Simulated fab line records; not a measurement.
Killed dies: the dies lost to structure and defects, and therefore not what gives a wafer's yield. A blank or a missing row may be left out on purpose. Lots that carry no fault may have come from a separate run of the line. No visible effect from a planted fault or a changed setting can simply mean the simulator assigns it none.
Chamber matching ; flow n5_finfet ; N5_PASSIVATION_DESCUM_12 on rie_diel-04: 4 sister chambers
The step chemistry O2, time 7.9 s. 15 wafers are shown with their chamber, then 7 later ones without.

== WAFERS PAIRED WITH THEIR CHAMBERS ==
wafer;chamber;showerhead_plenum_p_Torr (Torr);drypump_motor_current_A (A);oes_product_au (a.u.)
L703.2;1;2.03;5.1;0.94
L703.3;0;2.02;6.2;0.82
L703.5;0;2.02;6.3;0.81
L707.1;0;2.01;6.3;0.80
L707.2;3;2.22;5.4;0.82
L707.5;0;2.01;6.3;0.81
L710.2;3;2.22;5.4;0.81
L710.3;1;2.03;5.0;0.90
L710.4;0;2.01;6.3;0.80
L712.4;1;2.03;5.0;0.88
L712.5;3;2.22;5.4;0.80
L715.2;1;2.02;5.0;0.88
L715.3;2;1.97;5.0;0.70
L715.6;3;2.22;5.4;0.79
L718.1;2;1.97;5.0;0.70

SIGNATURES (means of the wafers above)
reading;chamber 0;chamber 1;chamber 2;chamber 3;scatter within a chamber
showerhead_plenum_p_Torr;2.0140;2.0275;1.9700;2.2200;0.00421
drypump_motor_current_A;6.280;5.025;5.000;5.400;0.0375
oes_product_au;0.8080;0.9000;0.7000;0.8050;0.017
Rule: for a wafer and a chamber, the distance is found by dividing, reading by reading, the gap between the wafer's reading and the chamber's mean by the reading's scatter, squaring, summing and taking the root. The wafer belongs to the nearest chamber; if the next one is less than 2 further off, it can't be placed. How the scatter is found: for the shown wafers, subtract from each reading the mean of its chamber, square and add these, divide the total by (wafers less chambers), then take the root.

== WAFERS WITHOUT THEIR CHAMBER ==
wafer;showerhead_plenum_p_Torr (Torr);drypump_motor_current_A (A);oes_product_au (a.u.)
L718.2;2.22;5.4;0.79
L718.6;2.22;5.4;0.80
L722.5;2.02;5.0;0.86
L722.6;2.00;6.3;0.77
L723.2;1.97;5.0;0.70
L723.3;2.00;6.3;0.77
L723.4;2.21;5.4;0.78

== EACH ONE'S CHAMBER ==
wafer;from the rows above;in truth
L718.2;3;3
L718.6;3;3
L722.5;1;1
L722.6;0;0
L723.2;2;2
L723.3;0;0
L723.4;3;3
Placed correctly: 7 of 7. Number that these rows cannot place: 0. Number placed wrongly: 0.
